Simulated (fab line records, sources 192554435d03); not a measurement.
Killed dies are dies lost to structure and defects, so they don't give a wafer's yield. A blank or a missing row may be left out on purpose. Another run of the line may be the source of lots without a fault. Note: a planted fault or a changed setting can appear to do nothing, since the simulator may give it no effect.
Matching of chambers | flow n5Finfet | N5_BEOL_M9_CMP_52 on cmp-01: 4 sister chambers
The step polishes, stops on SiCOH lowk, t overpolish 7 s, target thk 140 nm. 14 wafers are shown with their chamber, then 7 later ones without.

== WAFERS WITH THEIR CHAMBER ==
wafer  | chamber | motorCurrentA (A) | timeToEndpointS (s) | overpolishRunS (s)
L571.1 | 3       | 5.7               | 64.8                | 7.000
L571.3 | 0       | 5.6               | 62.9                | 6.999
L571.6 | 0       | 6.0               | 62.5                | 7.000
L573.1 | 2       | 5.5               | 63.2                | 7.009
L573.3 | 3       | 5.7               | 65.8                | 7.003
L573.6 | 1       | 6.7               | 65.5                | 6.997
L574.1 | 3       | 5.5               | 68.4                | 7.003
L574.3 | 0       | 5.8               | 66.4                | 7.013
L574.6 | 1       | 6.7               | 67.4                | 6.989
L577.2 | 1       | 6.5               | 71.4                | 6.990
L577.4 | 0       | 5.5               | 64.9                | 7.000
L577.5 | 0       | 5.8               | 67.8                | 6.993
L579.1 | 1       | 6.7               | 66.1                | 7.003
L579.3 | 2       | 5.6               | 61.1                | 7.001

SIGNATURES (means of the wafers above)
reading         | chamber 0 | chamber 1 | chamber 2 | chamber 3 | scatter within a chamber
motorCurrentA   | 5.740     | 6.650     | 5.550     | 5.633     | 0.146
timeToEndpointS | 64.900    | 67.600    | 62.150    | 66.333    | 2.25
overpolishRunS  | 7.00100   | 6.99475   | 7.00500   | 7.00200   | 0.00617
Rule: distance of a wafer from a chamber = root of the sum over the readings of ((wafer's reading minus chamber's mean) / reading's scatter) squared. If the next closest chamber is less than 2 further off than the closest, the wafer can't be placed; otherwise it belongs to the closest. How the scatter is found: for the shown wafers, subtract from each reading the mean of its chamber, square and add these, divide the total by (wafers less chambers), then take the root.

== WAFERS WITHOUT THEIR CHAMBER ==
wafer  | motorCurrentA (A) | timeToEndpointS (s) | overpolishRunS (s)
L579.5 | 6.6               | 68.1                | 6.995
L581.2 | 5.4               | 61.5                | 6.992
L581.3 | 7.0               | 65.9                | 6.993
L581.5 | 5.8               | 67.9                | 7.012
L584.2 | 5.4               | 63.4                | 6.997
L584.3 | 5.8               | 65.3                | 7.004
L584.5 | 5.7               | 60.9                | 6.991

== WHICH CHAMBER EACH ONE RAN IN ==
wafer  | from the rows above          | in truth
L579.5 | 1                            | 1
L581.2 | can't be placed: 2 or 3 or 0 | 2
L581.3 | 1                            | 1
L581.5 | can't be placed: 3 or 0 or 2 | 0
L584.2 | can't be placed: 2 or 3 or 0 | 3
L584.3 | can't be placed: 0 or 3 or 2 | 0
L584.5 | can't be placed: 0 or 2 or 3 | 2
Correctly placed: 2 of 7. Cannot be placed on the basis of these rows: 5; the candidates contain the true chamber in 5. Placed wrongly: 0.
